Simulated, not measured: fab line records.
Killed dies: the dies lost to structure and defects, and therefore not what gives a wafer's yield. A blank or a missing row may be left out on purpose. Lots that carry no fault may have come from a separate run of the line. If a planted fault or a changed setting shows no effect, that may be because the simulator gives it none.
fab line records ; flow nand_harc
[record] lots = 14; wafers = 41; last_day = 33
route steps=1302 shown P_BONDPAD@352
lots that met no fault: taken from a fault-free run of the same line
start_h: hours from the record's opening day to when the first of the lot's shown wafers began ; wait_h: hours from the lot's prior step to this one ; " identical to the entry in the row above ; L1.1+2: several wafers, shown together as one row ; - no value, or no start was given ; * or withheld: withheld ; < > ~ a bound
route shown NAME@n: NAME is a module with steps in the file, n the number in the route of the first one ; usual: average and standard deviation across the fault-free wafers ; same: alike in all rows ; chamber/n: place in a boat ; sites: readings site by site ; _std_site: how widely they spread, as a standard deviation ; _edge_site: outer sites' mean less inner sites' ; radius_mm: how far each site lies from the wafer's centre ; mask NAME#n: copy n ; behind: the tool/chamber that last shaped the wafer ; hold: reason for holding the lot/hours on hold/outcome of the hold ; device: the n, p or np transistor that did not switch ; end of line: tests run on the same wafers once the route is complete ; for a step that has no rows: nothing shown but its recipe ; killed: at the first sort, the dies lost to defects and structure; wafer yield is something else ; map: dies across one wafer; x = killed, . = not, _ = none there
set.NAME: the setting as run; set.NAME@STEP: as run at that earlier step ; model.NAME: the simulator's own value behind a step, which no gauge read
a sample of lots followed through the steps of the route, with each step as a table and each wafer as a row
services: a tool's chamber out of use, with start hour (start_h, from the record's first day; less than 0 if before it), hours out, and reason
[[steps]]
[step NHARC_P_BONDPAD_CMP_32]
[recipe] target_thk_nm = 200; material = SiCN
[usual] motor_current_A = 12.4/1.5
lot.wafer;tool;chamber;start_h;wait_h;motor_current_A
L927.3;cmp-03;3;132.59;-;10.9
L927.6;cmp-03;0;132.59;-;13.8
L927.5;cmp-03;1;132.59;-;13.7
L928.1;cmp-02;1;143.51;-;14.4
L928.5;cmp-02;3;143.51;-;13.6
L928.6;cmp-02;0;143.51;-;11.0
L929.3;cmp-01;3;152.44;-;11.2
L929.1;cmp-01;1;152.44;-;15.1
L929.6;cmp-01;3;152.44;-;10.7
L933.2;cmp-03;0;200.19;-;13.4
L933.5;cmp-03;1;200.19;-;13.5
L934.4;cmp-01;2;206.24;-;13.5
L934.5;cmp-01;0;206.24;-;10.8
L934.6;cmp-01;1;206.24;-;15.4
L937.3;cmp-01;1;234.24;-;15.0
L937.2;cmp-01;3;234.24;-;11.4
L937.6;cmp-01;2;234.24;-;13.3
L942.1;cmp-03;2;284.29;-;10.6
L942.3;cmp-03;3;284.29;-;10.8
L942.2;cmp-03;0;284.29;-;13.9
L944.1;cmp-02;1;308.84;-;13.9
L944.2;cmp-02;2;308.84;-;10.8
L944.3;cmp-02;0;308.84;-;11.1
L943.2;cmp-02;1;309.86;-;14.7
L943.1;cmp-02;0;309.86;-;11.1
L943.5;cmp-02;2;309.86;-;10.4
L946.3;cmp-01;0;322.43;0.3;11.0
L946.1;cmp-01;1;322.43;0.3;14.8
L946.5;cmp-01;3;322.43;0.3;11.3
L945.4;cmp-03;0;322.84;0.3;13.6
L945.2;cmp-03;1;322.84;0.3;12.7
L945.6;cmp-03;3;322.84;0.3;11.0
L948.2;cmp-03;1;350.46;-;13.0
L948.3;cmp-03;2;350.46;-;10.2
L948.6;cmp-03;0;350.46;-;13.7
L949.4;cmp-02;0;355.00;-;11.5
L949.2;cmp-02;1;355.00;-;13.6
L949.1;cmp-02;3;355.00;-;12.7
L950.4;cmp-02;1;356.08;-;13.6
L950.5;cmp-02;0;356.08;-;10.8
L950.6;cmp-02;1;356.08;-;14.6
[step NHARC_P_BONDPAD_CD_MEAS_09]
[recipe] target_cd_nm = 500; landing_energy_ev = 500
[usual] cd_nm = 499.3/1.8
lot.wafer;tool;chamber;start_h;wait_h;cd_nm
L927.3;cd_sem-01;0;133.21;-;499.3
L927.5;cd_sem-01;0;133.21;-;500.0
L927.6;cd_sem-01;0;133.21;-;496.8
L928.1;cd_sem-03;0;144.28;-;503.1
L928.5;cd_sem-03;0;144.28;-;500.7
L928.6;cd_sem-03;0;144.28;-;502.4
L929.1;cd_sem-03;0;153.28;-;502.4
L929.3;cd_sem-03;0;153.28;-;500.3
L929.6;cd_sem-03;0;153.28;-;498.3
L933.2;cd_sem-03;0;200.94;-;498.3
L933.5;cd_sem-03;0;200.94;-;498.8
L934.4;cd_sem-03;0;207.02;-;501.2
L934.5;cd_sem-03;0;207.02;-;498.9
L934.6;cd_sem-03;0;207.02;-;499.8
L937.2;cd_sem-01;0;235.06;-;499.6
L937.3;cd_sem-01;0;235.06;-;497.8
L937.6;cd_sem-01;0;235.06;-;499.6
L942.1;cd_sem-01;0;285.09;-;500.9
L942.2;cd_sem-01;0;285.09;-;499.4
L942.3;cd_sem-01;0;285.09;-;500.0
L944.1;cd_sem-02;0;309.66;-;496.8
L944.2;cd_sem-02;0;309.66;-;497.3
L944.3;cd_sem-02;0;309.66;-;498.8
L943.1;cd_sem-03;0;310.70;-;499.9
L943.2;cd_sem-03;0;310.70;-;496.2
L943.5;cd_sem-03;0;310.70;-;497.2
L946.1;cd_sem-02;0;323.19;-;496.2
L946.3;cd_sem-02;0;323.19;-;497.1
L946.5;cd_sem-02;0;323.19;-;497.9
L945.2;cd_sem-01;0;323.48;-;501.8
L945.4;cd_sem-01;0;323.48;-;500.5
L945.6;cd_sem-01;0;323.48;-;500.8
L948.2;cd_sem-03;0;351.25;-;500.8
L948.3;cd_sem-03;0;351.25;-;501.7
L948.6;cd_sem-03;0;351.25;-;499.1
L949.1;cd_sem-02;0;355.70;-;499.1
L949.2;cd_sem-02;0;355.70;-;498.7
L949.4;cd_sem-02;0;355.70;-;500.5
L950.4;cd_sem-02;0;356.88;-;497.4
L950.5;cd_sem-02;0;356.88;-;498.3
L950.6;cd_sem-02;0;356.88;-;499.2
[step NHARC_P_BONDPAD_ETCH_12]
[recipe] target_depth_a = 2000; time_s = 100; chf3_flow_sccm = 50; o2_flow_sccm = 10; ar_flow_sccm = 200; rf_w = 500; bias_w = 200; chemistry = CHF3/O2
[usual] drypump_motor_current_A = 5.6/0.55; oes_product_au = 0.948/0.023; rf_vpp_V = 371.0/2.3; run_length_s = 121.4/0.38; showerhead_plenum_p_Torr = 2.42/0.094; throttle_valve_pct = 20.574/0.0083
lot.wafer;tool;chamber;start_h;wait_h;drypump_motor_current_A;oes_product_au;rf_hours_counter_h;rf_vpp_V;run_length_s;showerhead_plenum_p_Torr;throttle_valve_pct
L927.3;rie_diel-02;2;133.61;-;4.9;0.931;2.1;368.9;121.8;2.36;20.585
L927.5;rie_diel-02;1;133.61;-;6.7;0.899;-;371.0;120.5;2.47;20.564
L927.6;rie_diel-02;2;133.61;-;4.9;0.911;-;370.4;121.2;2.36;20.588
L928.1;rie_diel-02;3;144.68;-;6.3;0.935;2.0;368.0;121.2;2.25;20.572
L928.6;rie_diel-02;2;144.68;-;5.0;0.926;-;369.7;121.2;2.36;20.577
L928.5;rie_diel-02;3;144.68;-;6.2;0.936;-;367.9;121.5;2.25;20.566
L929.1;rie_diel-02;3;153.67;-;6.2;0.978;2.6;366.4;121.6;2.25;20.583
L929.3;rie_diel-02;0;153.67;-;5.2;0.948;3.1;368.6;120.7;2.29;20.570
L929.6;rie_diel-02;2;153.67;-;4.9;0.967;-;369.8;121.4;2.36;20.575
L933.2;rie_diel-10;2;201.32;-;6.1;0.967;8.3;370.4;114.4;2.41;20.570
L933.5;rie_diel-10;2;201.32;-;6.1;0.976;-;371.7;121.7;2.41;20.573
L934.6;rie_diel-10;3;207.46;-;5.0;0.947;-;372.6;115.2;2.51;20.590
L934.5;rie_diel-10;1;207.46;-;5.7;0.976;-;371.9;122.1;2.51;20.566
L934.4;rie_diel-10;2;207.46;-;6.1;0.932;-;371.2;121.0;2.41;20.584
L937.2;rie_diel-01;1;235.45;-;5.3;0.943;1.4;374.8;122.1;2.57;20.563
L937.3;rie_diel-01;0;235.45;-;6.1;0.926;1.4;373.2;120.8;2.52;20.561
L937.6;rie_diel-01;1;235.45;-;5.2;0.942;-;375.5;121.6;2.57;20.566
L942.1;rie_diel-10;2;285.48;-;6.1;0.921;1.8;371.0;121.0;2.41;20.571
L942.2;rie_diel-10;3;285.48;-;5.0;0.929;2.3;373.1;121.4;2.51;20.570
L942.3;rie_diel-10;0;285.48;-;4.9;0.929;2.8;369.9;121.1;2.39;20.567
L944.2;rie_diel-10;2;310.05;-;6.1;0.933;3.5;370.5;121.1;2.41;20.569
L944.1;rie_diel-10;3;310.05;-;5.0;0.936;3.9;372.6;121.4;2.51;20.581
L944.3;rie_diel-10;1;310.05;-;5.7;0.918;4.1;372.5;121.6;2.50;20.567
L943.1;rie_diel-10;0;311.09;-;4.9;0.984;4.6;370.0;121.8;2.39;20.570
L943.2;rie_diel-10;3;311.09;-;5.0;0.981;4.0;372.0;121.6;2.50;20.588
L943.5;rie_diel-10;1;311.09;-;5.7;0.953;-;372.6;122.0;2.50;20.570
L946.1;rie_diel-10;0;323.62;-;4.9;0.964;5.2;369.9;121.7;2.39;20.573
L946.3;rie_diel-10;2;323.62;-;6.1;0.966;4.3;370.1;121.4;2.41;20.566
L946.5;rie_diel-10;0;323.62;-;4.9;0.967;-;370.7;121.3;2.39;20.592
L945.4;rie_diel-01;0;323.87;-;6.2;0.948;4.2;373.8;120.5;2.52;20.573
L945.2;rie_diel-01;1;323.87;-;5.2;0.942;4.1;375.0;121.9;2.57;20.569
L945.6;rie_diel-01;0;323.87;-;6.2;0.934;-;375.1;120.8;2.52;20.584
L948.3;rie_diel-10;2;351.64;-;6.1;0.931;5.5;373.2;121.3;2.41;20.578
L948.2;rie_diel-10;0;351.64;-;4.9;0.942;6.4;370.2;121.1;2.39;20.574
L948.6;rie_diel-10;3;351.64;-;5.0;0.934;-;374.1;121.8;2.50;20.568
L949.1;rie_diel-10;3;356.10;-;5.1;0.936;5.7;373.5;121.9;2.50;20.584
L949.2;rie_diel-10;1;356.10;-;5.7;0.923;6.2;373.1;121.6;2.50;20.590
L949.4;rie_diel-10;2;356.10;-;6.0;0.925;5.6;370.4;121.0;2.41;20.577
L950.4;rie_diel-02;3;357.32;-;6.2;0.979;-;366.9;121.4;2.24;20.566
L950.5;rie_diel-02;1;357.32;-;6.6;0.964;-;372.9;120.9;2.47;20.573
L950.6;rie_diel-02;2;357.32;-;4.9;0.955;-;368.4;121.7;2.35;20.586
[step NHARC_P_BONDPAD_PVD_17]
[recipe] target_thk_a = 50; bias_v = 168.6; power_w = 15000; chamber_pressure_pa = 0.12; time_s = 8.06; substrate_temp_c = 50; material = TaN
[usual] chamber_pressure_pa = 0.11996/0.00024; throttle_valve_pct = 30.0/0.88
lot.wafer;tool;chamber;start_h;wait_h;chamber_pressure_pa;throttle_valve_pct
L927.3;pvd_sputter-03;-;-;-;0.11952;29.0
L927.5;pvd_sputter-03;-;-;-;0.11958;29.2
L927.6;pvd_sputter-03;-;-;-;0.12013;30.2
L928.1;pvd_sputter-01;-;-;-;0.12023;29.7
L928.6;pvd_sputter-01;-;-;-;0.11973;30.3
L928.5;pvd_sputter-01;-;-;-;0.12002;30.4
L929.1;pvd_sputter-02;-;-;-;0.12036;29.9
L929.3;pvd_sputter-02;-;-;-;0.11964;30.9
L929.6;pvd_sputter-02;-;-;-;0.12047;29.9
L933.2;pvd_sputter-03;-;-;-;0.12016;30.9
L933.5;pvd_sputter-03;-;-;-;0.11962;30.6
L934.4;pvd_sputter-03;-;-;-;0.12029;30.6
L934.6;pvd_sputter-03;-;-;-;0.11987;30.9
L934.5;pvd_sputter-03;-;-;-;0.12017;31.1
L937.3;pvd_sputter-03;-;-;-;0.12021;30.1
L937.2;pvd_sputter-03;-;-;-;0.11991;30.8
L937.6;pvd_sputter-03;-;-;-;0.12017;30.5
L942.3;pvd_sputter-01;-;-;-;0.1202;31.0
L942.1;pvd_sputter-01;-;-;-;0.11964;30.0
L942.2;pvd_sputter-01;-;-;-;0.12011;30.5
L944.2;pvd_sputter-01;-;-;-;0.12001;30.6
L944.3;pvd_sputter-01;-;-;-;0.11966;28.9
L944.1;pvd_sputter-01;-;-;-;0.12016;29.9
L943.2;pvd_sputter-02;-;-;-;0.1202;28.5
L943.1;pvd_sputter-02;-;-;-;0.1198;30.3
L943.5;pvd_sputter-02;-;-;-;0.11989;28.3
L946.3;pvd_sputter-02;-;-;-;0.12005;28.8
L946.1;pvd_sputter-02;-;-;-;0.11974;30.3
L946.5;pvd_sputter-02;-;-;-;0.11995;30.5
L945.2;pvd_sputter-03;-;-;-;0.12006;31.1
L945.4;pvd_sputter-03;-;-;-;0.1201;29.9
L945.6;pvd_sputter-03;-;-;-;0.1199;30.7
L948.2;pvd_sputter-02;-;-;-;0.12011;31.5
L948.3;pvd_sputter-02;-;-;-;0.11978;30.3
L948.6;pvd_sputter-02;-;-;-;0.11997;31.2
L949.4;pvd_sputter-01;-;-;-;0.12003;29.0
L949.2;pvd_sputter-01;-;-;-;0.11988;31.0
L949.1;pvd_sputter-01;-;-;-;0.12012;30.0
L950.4;pvd_sputter-02;-;-;-;0.12027;30.5
L950.6;pvd_sputter-02;-;-;-;0.12034;31.5
L950.5;pvd_sputter-02;-;-;-;0.11966;29.0
[[services]]
tool;chamber;start_h;hours;kind
cmp-03;-;119.17;1.6;repair
cmp-02;-;134.57;4.0;pm
rie_diel-10;1;144.07;1.7;repair
pvd_sputter-02;-;150.67;3.3;repair
cmp-03;-;162.10;4.0;pm
pvd_sputter-02;-;167.45;1.8;repair
pvd_sputter-03;-;170.00;10.0;pm
rie_diel-10;1;186.43;8.2;repair
cmp-02;-;192.01;1.5;repair
rie_diel-10;0;206.15;3.0;repair
cmp-02;-;232.57;4.0;pm
rie_diel-10;-;242.57;9.0;pm
cmp-03;-;245.31;0.5;repair
cmp-03;-;260.10;4.0;pm
pvd_sputter-02;-;282.04;10.0;pm
cmp-03;-;293.72;1.2;repair
pvd_sputter-02;-;294.27;8.7;repair
cmp-02;-;299.25;1.2;repair
cmp-03;-;304.53;1.0;repair
cmp-03;-;311.48;1.1;repair
rie_diel-10;1;321.33;4.5;repair
cmp-02;-;330.57;4.0;pm
pvd_sputter-03;-;336.67;5.7;repair
pvd_sputter-03;-;348.00;10.0;pm
[[key]]
[first_sign] step = NHARC_P_BONDPAD_ETCH_12; reading = run_length_s; direction = down; sigmas = 17; usual = *; struck = *
effect none on later readings
met_at NHARC_P_BONDPAD_ETCH_12
struck_lots L933,L934
struck_wafers L933.2,L934.6
sort_left_out L933.2,L934.6
not_acting_at NHARC_P_BONDPAD_CMP_32,NHARC_P_BONDPAD_CD_MEAS_09,NHARC_P_BONDPAD_PVD_17
[fault] kind = process_parameter_drift; tool = rie_diel-10; chamber = -; onset_h = 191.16; steps = NHARC_P_BONDPAD_ETCH_12; channel = time_s; offset = *; shape = step; end_h = 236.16; scope = struck_wafers_only; acts_in = *; stated = *
// sort_left_out: the simulated sort isn't trusted on such a fault, so these wafers' sort isn't shown, and their yield isn't known
